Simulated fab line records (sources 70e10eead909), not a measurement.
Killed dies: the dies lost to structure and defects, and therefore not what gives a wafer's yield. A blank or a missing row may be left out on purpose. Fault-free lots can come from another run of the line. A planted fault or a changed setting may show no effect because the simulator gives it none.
Comparing a struck lot with a sound one -- flow nand_harc -- 14 steps out of a route of 1302
Sound: these wafers, L206.1, L206.4, L206.6. Wafers L214.1, L214.4, L214.5 were the ones struck. Last of all comes the cause.
Order at every step that has rows: each side's tool, ch and its chambers, its first start. Under that, the readings that differ: sound wafers -- struck wafers -- difference of the means -- sigmas: that difference in standard deviations of wafers without a fault.
alike: a reading whose means differ by less than 2 such deviations, as well as words and numbers matching on both sides. not compared: withheld readings; readings where some wafer has no value; bounds like >300 that might hide an equal value; numbers whose values overlap and for which the record gives no deviation.
The two part at a step that has a row with sigmas, a row that says differs or no value, or rows on one side only. When numbers do not overlap yet have no deviation, they are printed without sigmas and do not part them. A reading that every wafer of one side lacks parts them only if that side has two wafers or more.

first, 9 steps without rows for these wafers: NHARC_A_STAIRCASE_DEHYDRATE_260 (time 120 s); NHARC_A_STAIRCASE_HMDS_261 (time 30 s); NHARC_A_STAIRCASE_COAT_262; NHARC_A_STAIRCASE_SOFTBAKE_263 (time 170 s); NHARC_A_STAIRCASE_EBR_264; NHARC_A_STAIRCASE_EXPOSE_265 (exposes mask CHOP 200); NHARC_A_STAIRCASE_PEB_266 (peb time 130 s); NHARC_A_STAIRCASE_DEVELOP_267 (time 140 s); NHARC_A_STAIRCASE_HARDBAKE_269 (time 140 s).
NHARC_A_STAIRCASE_DESCUM_270: chemistry O2, time 3 s.
  sound on rie_diel-01 ch 0,2,3, day 17 10:12; struck on rie_diel-01 ch 1,3, day 21 04:30
  alike: drypump_motor_current_A, mfc_ar_sccm, oes_product_au, rf_vpp_V, showerhead_plenum_p_Torr, throttle_valve_pct
  not compared: rf_hours_counter_h
NHARC_A_STAIRCASE_ETCH_271: etches the open film in CF4/CHF3.
  sound on rie_diel-01 ch 2,3, day 17 10:24; struck on rie_diel-01 ch 0,1, day 21 04:35
  alike: cf4_flow_sccm, drypump_motor_current_A, mfc_ar_sccm, oes_product_au, rf_vpp_V, showerhead_plenum_p_Torr, throttle_valve_pct
  not compared: rf_hours_counter_h
NHARC_A_STAIRCASE_HM_OPEN_457: chemistry O2/COS.
  sound on rie_diel-01 ch 0,2, day 17 10:31; struck on rie_diel-01 ch 0,1, day 21 04:42
  no value came back on the struck wafers for any of 9 readings (bias_w (W), chamber_pressure_mTorr (mTorr) and others); on the sound wafers bias_w (W) reads 300.8 299.5 299.2
  not compared: rf_hours_counter_h
then, 1 step without rows for these wafers: NHARC_A_STAIRCASE_STRIP_458 (strips in O2/COS).
-- the record jumps here: 8 days lie between the struck wafers' starts before and after (it left off in module A_STAIRCASE and takes up again in module END, whose first step shown is number 1302 of the route) --
NHARC_END_SORT_01:
  sound on prober-02 ch 0, day 25 16:15; struck on prober-02 ch 0, day 29 09:25
reading,sound,struck,difference,sigmas
hold,- - -,await_dispo/3.0h/scrap await_dispo/3.0h/scrap await_dispo/3.0h/scrap,no value on the sound wafers,
killed_at_array,95 109 117,676 674 676,+568,+24
killed_dies,103 113 121,677 677 677,+565,+24
  alike: killed_at_other, killed_at_periphery, killed_open, killed_short

== WHERE THEY PART ==
At NHARC_A_STAIRCASE_HM_OPEN_457 first; at NHARC_END_SORT_01 last (within this record only).

WHY: what the simulator had put in
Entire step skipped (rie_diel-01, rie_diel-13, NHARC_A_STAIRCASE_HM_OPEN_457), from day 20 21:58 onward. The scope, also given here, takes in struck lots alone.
